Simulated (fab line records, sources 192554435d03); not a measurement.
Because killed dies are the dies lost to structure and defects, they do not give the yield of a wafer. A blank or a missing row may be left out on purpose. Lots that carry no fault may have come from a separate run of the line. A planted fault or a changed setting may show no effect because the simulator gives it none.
Problem report, 8D (eight disciplines) form, completed by code	flow n5_finfet	the parts of the form that need people (team, actions taken, sign-off) are left out

1. WHAT IS WRONG
Wafers with no fault read 190.5 nm with a standard deviation of 1.4, whereas cd_nm at N5_BEOL_M13_CD_MEAS_17 reads a mean of 196.3 nm on 1 wafer of 1 lot. That is +4.1 standard deviations from the usual mean.
The step: target cd 190 nm.
Earliest sighting: wafer L416.6 on cd_sem-03 at day 14 21:02. The record holds 28 wafers of 10 lots with a number at this step. Rule for "out", or "out of limits": more than 4 standard deviations from the usual mean. The rest of the wafers with a number are treated as sound.

2. WHAT IT IS, AND WHAT IT ISN'T
question	is	is not
which readings at this step	cd_nm	-
which lots	L416	L403, L410, L411, L412, L413, L414, L419, L420, L426
which wafers of those lots	L416.6	L416.1
read on which gauges	cd_sem-03	cd_sem-01, cd_sem-02
when	from day 14 21:02	up to then (18 sound wafers); but 9 sound wafers of L419, L420, L426 came after

3. THE SUSPECTS, EACH WITH WHAT RULES IT OUT
Counting: any tool at a process step up to the reading remains a suspect provided it ran every lot that is out. Sound lots after the first of them don't rule it out here, since some wafers of a struck lot are sound.
- ruled out: the gauge at N5_BEOL_M13_CD_MEAS_17. All the wafers that are out were read on cd_sem-03, but those of them that N5_BEOL_M13_STRIP_63 has rows for are out there too, on other tools.
- pecvd-01 at N5_BEOL_M12_DEP_53 (deposits SiCN from 3MS/NH3, target thk 30 nm, time 10.5 s): kept. It ran the lot that is out, L416 (day 14 19:21); its last sound lot up to then is L412 (day 13 13:49).
- rie_diel-06 at N5_BEOL_M13_ETCH_59 (etches BARC in N2/H2, target depth 89 nm, overetch 26.7 nm, time 67.9 s): kept. It ran the lot that is out, L416 (day 14 20:32); its last sound lot up to then is L412 (day 13 14:58).
- plasma_asher-01 at N5_BEOL_M13_STRIP_63 (strips in N2/H2): kept. It ran the lot that is out, L416 (day 14 20:50); its last sound lot up to then is L412 (day 13 15:16). Its own readings are out on those wafers: oes_product_au, strip_time_to_endpoint_s.
- Within pecvd-01 at N5_BEOL_M12_DEP_53: the wafers that are out ran in chamber 0; their sound lot-mates ran in chamber 1.
- Within rie_diel-06 at N5_BEOL_M13_ETCH_59: the wafers that are out ran in chamber 1; their sound lot-mates ran in chamber 3.
The count leaves pecvd-01 at N5_BEOL_M12_DEP_53, rie_diel-06 at N5_BEOL_M13_ETCH_59, and plasma_asher-01 at N5_BEOL_M13_STRIP_63.

4. THE CAUSE (what the simulator had put in)
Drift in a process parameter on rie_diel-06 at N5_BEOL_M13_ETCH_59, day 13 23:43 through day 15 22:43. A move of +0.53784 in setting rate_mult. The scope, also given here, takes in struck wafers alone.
Counting left 3 suspects, and this tool is among them.

5. THE EFFECT CHAIN, in route order
Each row: a reading whose mean over the struck wafers that have a number lies more than 3 standard deviations from the usual. Readings are gone through only where the record gives a usual standard deviation; hours: the median, over the lots, of the time from a lot's start at the first step in this table giving one to that lot's start at this step; sigmas: the change measured in usual standard deviations.
hours	step	reading	usual	on struck wafers	change	sigmas
0	N5_BEOL_M13_STRIP_63	oes_product_au	0.674 a.u.	0.656	-0.018	-4.0
0	N5_BEOL_M13_STRIP_63	strip_time_to_endpoint_s	27.7 s	17.3	-10.4	-11
0	N5_BEOL_M13_CD_MEAS_17	cd_nm	190.5 nm	196.3	+5.8	+4.1
Its process steps:
- N5_BEOL_M13_STRIP_63: strips in N2/H2.
Later measuring or inspecting steps at which every struck wafer that the step has a row for has a number for every such reading, and none has moved that far: N5_BEOL_M13_CD_MEAS_28.

6. WHAT WOULD HAVE CAUGHT IT SOONER
The first out-of-limits reading at a measuring or inspecting step in this record came at day 14 21:02, 21 hours after the fault's start at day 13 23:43.
Of the tool readings at N5_BEOL_M13_ETCH_59 for which the record gives a usual standard deviation, none was out on any struck wafer, so an alarm limit of 4 standard deviations on them would not have fired.
By day 14 21:02, every lot that is out (1) had started N5_BEOL_M13_ETCH_59 on rie_diel-06. Had the tool been put on hold then, not one of them would have been saved.
